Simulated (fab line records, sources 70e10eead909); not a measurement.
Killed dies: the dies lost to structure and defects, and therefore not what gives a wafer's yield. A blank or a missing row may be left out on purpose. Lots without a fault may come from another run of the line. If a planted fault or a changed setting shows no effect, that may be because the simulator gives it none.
Matching of chambers    flow nandHarc    4 sister chambers for NHARC_P_BONDPAD_CMP_32 on cmp-04
The step polishes SiCN, target thk 200 nm. 4 wafers are shown with their chamber, then 10 later ones without.

## WAFERS, EACH WITH ITS CHAMBER
wafer   chamber  motorCurrentA (A)
L092.1  3        12.8
L092.3  2        10.9
L093.1  0        10.9
L093.4  1        11.3

## WAFERS WITHOUT THEIR CHAMBER
wafer   motorCurrentA (A)
L093.6  12.3
L094.1  12.5
L094.2  11.0
L094.5  10.4
L096.1  12.6
L096.4  11.5
L096.6  11.1
L097.3  11.4
L097.4  10.9
L097.5  10.7

## CHAMBER TAKEN BY EACH
wafer   from the rows above           in truth
L093.6  can't be placed: 3 or 1       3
L094.1  3                             3
L094.2  can't be placed: 0 or 2 or 1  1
L094.5  can't be placed: 0 or 2 or 1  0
L096.1  3                             3
L096.4  can't be placed: 1 or 0 or 2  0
L096.6  can't be placed: 0 or 2 or 1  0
L097.3  can't be placed: 1 or 0 or 2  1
L097.4  can't be placed: 0 or 2 or 1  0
L097.5  can't be placed: 0 or 2 or 1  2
2 of 10 placed correctly. Cannot be placed on the basis of these rows: 8; the candidates contain the true chamber in 8. Wrongly placed: 0.
How it was worked out, from the rows above alone: a wafer's distance from a chamber is the root of the sum, over the readings, of the square of ((its reading less the chamber's mean) divided by the reading's scatter). If the next closest chamber is less than 2 further off than the closest, the wafer can't be placed; otherwise it belongs to the closest. For every chamber, the mean is computed from those of its wafers that are shown. The scatter (one wafer shown for each chamber): square how far every hidden wafer sits from the nearest shown wafer, average those squares and take the square root.
